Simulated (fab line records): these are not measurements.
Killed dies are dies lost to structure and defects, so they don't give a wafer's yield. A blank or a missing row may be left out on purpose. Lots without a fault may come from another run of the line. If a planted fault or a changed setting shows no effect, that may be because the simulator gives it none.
Which of the tools did it? || flow n5-finfet || 30 wafers from 10 lots sampled at 4 of the route's 1938 steps

## WHAT THE GAUGES READ, wafer by wafer
N5_BEOL_M12_OVL_MEAS_11.
{"lot": "L362", "measured": "day 10 10:53", "on": "overlay-01", "V11_OVL (nm)": "4 1 -5"}
{"lot": "L367", "measured": "day 11 19:59", "on": "overlay-01", "V11_OVL (nm)": "3 0 5"}
{"lot": "L369", "measured": "day 12 14:37", "on": "overlay-02", "V11_OVL (nm)": "1 8 7"}
{"lot": "L373", "measured": "day 13 16:42", "on": "overlay-01", "V11_OVL (nm)": "3 0 5"}
{"lot": "L376", "measured": "day 13 22:13", "on": "overlay-01", "V11_OVL (nm)": "13 3 5"}
{"lot": "L375", "measured": "day 13 22:23", "on": "overlay-02", "V11_OVL (nm)": "5 -1 4"}
{"lot": "L377", "measured": "day 14 09:17", "on": "overlay-02", "V11_OVL (nm)": "8 9 13"}
{"lot": "L378", "measured": "day 15 01:41", "on": "overlay-01", "V11_OVL (nm)": "7 3 8"}
{"lot": "L383", "measured": "day 16 06:17", "on": "overlay-02", "V11_OVL (nm)": "2 8 10"}
{"lot": "L385", "measured": "day 17 01:59", "on": "overlay-01", "V11_OVL (nm)": "9 14 17"}

N5_BEOL_M12_INSPECT_30: inspects for defects (macro).
{"lot": "L362", "measured": "day 10 11:57", "on": "defect-inspect-01", "raw-defect-count": "2 3 0"}
{"lot": "L367", "measured": "day 11 21:01", "on": "defect-inspect-02", "raw-defect-count": "1 8 1"}
{"lot": "L369", "measured": "day 12 15:32", "on": "defect-inspect-01", "raw-defect-count": "3 5 0"}
{"lot": "L373", "measured": "day 13 17:38", "on": "defect-inspect-01", "raw-defect-count": ">300 >300 >300"}
{"lot": "L376", "measured": "day 13 23:17", "on": "defect-inspect-01", "raw-defect-count": "2 3 6"}
{"lot": "L375", "measured": "day 13 23:29", "on": "defect-inspect-01", "raw-defect-count": ">300 >300 >300"}
{"lot": "L377", "measured": "day 14 10:25", "on": "defect-inspect-01", "raw-defect-count": "1 2 1"}
{"lot": "L378", "measured": "day 15 02:45", "on": "defect-inspect-01", "raw-defect-count": "1 0 3"}
{"lot": "L383", "measured": "day 16 07:44", "on": "defect-inspect-02", "raw-defect-count": "3 1 0"}
{"lot": "L385", "measured": "day 17 03:04", "on": "defect-inspect-02", "raw-defect-count": "1 1 0"}

## TOOL THAT RAN EACH LOT (tool first, then ch and the chambers of the sampled wafers, then the start)
{"lot": "L362", "N5_BEOL_M11_CMP_52": "cmp-03 ch 1,3, day 10 09:59", "N5_BEOL_M12_ETCH_59": "rie-diel-06 ch 0,1,3, day 10 10:59"}
{"lot": "L367", "N5_BEOL_M11_CMP_52": "cmp-03 ch 0,2,3, day 11 18:55", "N5_BEOL_M12_ETCH_59": "rie-diel-03 ch 0,1,3, day 11 20:05"}
{"lot": "L369", "N5_BEOL_M11_CMP_52": "cmp-04 ch 0,2,3, day 12 13:44", "N5_BEOL_M12_ETCH_59": "rie-diel-01 ch 2,3, day 12 14:43"}
{"lot": "L373", "N5_BEOL_M11_CMP_52": "cmp-04 ch 1,2, day 13 15:45", "N5_BEOL_M12_ETCH_59": "rie-diel-03 ch 1,2,3, day 13 16:47"}
{"lot": "L376", "N5_BEOL_M11_CMP_52": "cmp-01 ch 0,1,3, day 13 21:14", "N5_BEOL_M12_ETCH_59": "rie-diel-06 ch 0,2, day 13 22:19"}
{"lot": "L375", "N5_BEOL_M11_CMP_52": "cmp-03 ch 1,2,3, day 13 21:16", "N5_BEOL_M12_ETCH_59": "rie-diel-03 ch 0,1,2, day 13 22:29"}
{"lot": "L377", "N5_BEOL_M11_CMP_52": "cmp-03 ch 0,1,2, day 14 08:13", "N5_BEOL_M12_ETCH_59": "rie-diel-01 ch 1,2,3, day 14 09:34"}
{"lot": "L378", "N5_BEOL_M11_CMP_52": "cmp-04 ch 1,2,3, day 15 00:38", "N5_BEOL_M12_ETCH_59": "rie-diel-06 ch 1,3, day 15 01:47"}
{"lot": "L383", "N5_BEOL_M11_CMP_52": "cmp-01 ch 0,2,3, day 16 05:10", "N5_BEOL_M12_ETCH_59": "rie-diel-06 ch 0,1,2, day 16 06:46"}
{"lot": "L385", "N5_BEOL_M11_CMP_52": "cmp-04 ch 0,2,3, day 17 00:57", "N5_BEOL_M12_ETCH_59": "rie-diel-03 ch 1,2,3, day 17 02:07"}
- N5_BEOL_M11_CMP_52: polishes, stops on SiCOH lowk, t overpolish 7 s, target thk 140 nm.
- N5_BEOL_M12_ETCH_59: etches BARC in N2/H2, target depth 89 nm, overetch 26.7 nm, time 67.9 s.

## AS READ BY THE TOOLS THEMSELVES (means over the sampled wafers that have a number; for cases with no such wafer, the mark the record gives instead)
N5_BEOL_M11_CMP_52.
{"lot": "L362", "tool": "cmp-03", "barrier-field-endpoint-s (s)": 28.9, "head-pressure-psi (psi)": 0.9988, "motor-current-A (A)": 5.9, "overpolish-run-s (s)": 7.001, "pad-life-wafers": 800, "platen-rpm (rpm)": 50.02, "time-to-endpoint-s (s)": 69.4}
{"lot": "L367", "tool": "cmp-03", "barrier-field-endpoint-s (s)": 28.8, "head-pressure-psi (psi)": 0.9984, "motor-current-A (A)": 5.8, "overpolish-run-s (s)": 7.005, "pad-life-wafers": 1063, "platen-rpm (rpm)": 49.99, "time-to-endpoint-s (s)": 67.3}
{"lot": "L369", "tool": "cmp-04", "barrier-field-endpoint-s (s)": 28.7, "head-pressure-psi (psi)": 1.0006, "motor-current-A (A)": 6.0, "overpolish-run-s (s)": 7.011, "pad-life-wafers": 374, "platen-rpm (rpm)": 50.03, "time-to-endpoint-s (s)": 64.4}
{"lot": "L373", "tool": "cmp-04", "barrier-field-endpoint-s (s)": 28.9, "head-pressure-psi (psi)": 1.0002, "motor-current-A (A)": 5.8, "overpolish-run-s (s)": 6.995, "pad-life-wafers": 584, "platen-rpm (rpm)": 49.99, "time-to-endpoint-s (s)": 64.2}
{"lot": "L376", "tool": "cmp-01", "barrier-field-endpoint-s (s)": 29.2, "head-pressure-psi (psi)": 1.0007, "motor-current-A (A)": 6.4, "overpolish-run-s (s)": 7.002, "pad-life-wafers": 14, "platen-rpm (rpm)": 49.97, "time-to-endpoint-s (s)": 68.6}
{"lot": "L375", "tool": "cmp-03", "barrier-field-endpoint-s (s)": 29.8, "head-pressure-psi (psi)": 0.9999, "motor-current-A (A)": 6.1, "overpolish-run-s (s)": 6.997, "pad-life-wafers": 1388, "platen-rpm (rpm)": 50.00, "time-to-endpoint-s (s)": 68.7}
{"lot": "L377", "tool": "cmp-03", "barrier-field-endpoint-s (s)": 29.8, "head-pressure-psi (psi)": 0.9977, "motor-current-A (A)": 6.1, "overpolish-run-s (s)": 7.005, "pad-life-wafers": 1477, "platen-rpm (rpm)": 50.01, "time-to-endpoint-s (s)": 67.9}
{"lot": "L378", "tool": "cmp-04", "barrier-field-endpoint-s (s)": 28.9, "head-pressure-psi (psi)": 0.9983, "motor-current-A (A)": 6.1, "overpolish-run-s (s)": 6.993, "pad-life-wafers": 836, "platen-rpm (rpm)": 49.98, "time-to-endpoint-s (s)": 65.9}
{"lot": "L383", "tool": "cmp-01", "barrier-field-endpoint-s (s)": 29.1, "head-pressure-psi (psi)": 1.0003, "motor-current-A (A)": 5.7, "overpolish-run-s (s)": 7.006, "pad-life-wafers": 428, "platen-rpm (rpm)": 50.00, "time-to-endpoint-s (s)": 65.9}
{"lot": "L385", "tool": "cmp-04", "barrier-field-endpoint-s (s)": 28.4, "head-pressure-psi (psi)": 1.0011, "motor-current-A (A)": 6.0, "overpolish-run-s (s)": 7.002, "pad-life-wafers": 1232, "platen-rpm (rpm)": 50.01, "time-to-endpoint-s (s)": 62.7}

N5_BEOL_M12_ETCH_59.
{"lot": "L362", "tool": "rie-diel-06", "drypump-motor-current-A (A)": 5.7, "oes-product-au (a.u.)": 0.67, "rf-vpp-V (V)": 526.7, "showerhead-plenum-p-Torr (Torr)": 2.63, "throttle-valve-pct (%)": 18.03}
{"lot": "L367", "tool": "rie-diel-03", "drypump-motor-current-A (A)": 5.9, "oes-product-au (a.u.)": 0.74, "rf-vpp-V (V)": 522.8, "showerhead-plenum-p-Torr (Torr)": 2.51, "throttle-valve-pct (%)": 17.81}
{"lot": "L369", "tool": "rie-diel-01", "drypump-motor-current-A (A)": 5.4, "oes-product-au (a.u.)": 0.80, "rf-vpp-V (V)": 522.1, "showerhead-plenum-p-Torr (Torr)": 2.50, "throttle-valve-pct (%)": 17.76}
{"lot": "L373", "tool": "rie-diel-03", "drypump-motor-current-A (A)": 5.7, "oes-product-au (a.u.)": 0.72, "rf-vpp-V (V)": 522.3, "showerhead-plenum-p-Torr (Torr)": 2.50, "throttle-valve-pct (%)": 17.83}
{"lot": "L376", "tool": "rie-diel-06", "drypump-motor-current-A (A)": 5.3, "oes-product-au (a.u.)": 0.68, "rf-vpp-V (V)": 527.1, "showerhead-plenum-p-Torr (Torr)": 2.63, "throttle-valve-pct (%)": 18.03}
{"lot": "L375", "tool": "rie-diel-03", "drypump-motor-current-A (A)": 5.7, "oes-product-au (a.u.)": 0.70, "rf-vpp-V (V)": 523.3, "showerhead-plenum-p-Torr (Torr)": 2.54, "throttle-valve-pct (%)": 17.97}
{"lot": "L377", "tool": "rie-diel-01", "drypump-motor-current-A (A)": 5.7, "oes-product-au (a.u.)": 0.74, "rf-vpp-V (V)": 523.3, "showerhead-plenum-p-Torr (Torr)": 2.51, "throttle-valve-pct (%)": 17.68}
{"lot": "L378", "tool": "rie-diel-06", "drypump-motor-current-A (A)": 5.8, "oes-product-au (a.u.)": 0.63, "rf-vpp-V (V)": 524.8, "showerhead-plenum-p-Torr (Torr)": 2.57, "throttle-valve-pct (%)": 18.22}
{"lot": "L383", "tool": "rie-diel-06", "drypump-motor-current-A (A)": 5.6, "oes-product-au (a.u.)": 0.68, "rf-vpp-V (V)": 526.3, "showerhead-plenum-p-Torr (Torr)": 2.64, "throttle-valve-pct (%)": 17.92}
{"lot": "L385", "tool": "rie-diel-03", "drypump-motor-current-A (A)": 5.7, "oes-product-au (a.u.)": 0.69, "rf-vpp-V (V)": 521.8, "showerhead-plenum-p-Torr (Torr)": 2.49, "throttle-valve-pct (%)": 17.88}

## THE ANSWER, worked out from the rows above alone
Rule: usual is defined by the lots themselves. Put in order of their means at a reading, lots are off if they are a third of the lots or fewer, leave a main group of 4 or more, and stand apart from it by a gap of 3 or more times the standard deviation of the main group's means; of several such gaps the widest counts. A main group whose means are all the same, to the digits that the tables above print for the reading, isn't used. Also off: a lot with no number at a reading for which 4 or more lots have one. Any other lot the step has rows for is counted as sound. Order of review: gauges by route order, followed by the tools' own readings, for which a lot's mean as printed above is used. The first step at which some lot is off is used, and at that step the reading that is off furthest; a lot without a number counts as furthest.
Off: L373, L375 (N5_BEOL_M12_INSPECT_30, raw-defect-count). Without a number there: L373, L375. The main group has a mean of 2.0 with a standard deviation of 1.
A tool fits if, at a process step before that reading, it ran every lot that is off, and no sound lot after the first of them. The gauges at N5_BEOL_M12_INSPECT_30 are tried like those tools. None of those tried fits.

## WHAT THE SIMULATOR HAD PUT IN
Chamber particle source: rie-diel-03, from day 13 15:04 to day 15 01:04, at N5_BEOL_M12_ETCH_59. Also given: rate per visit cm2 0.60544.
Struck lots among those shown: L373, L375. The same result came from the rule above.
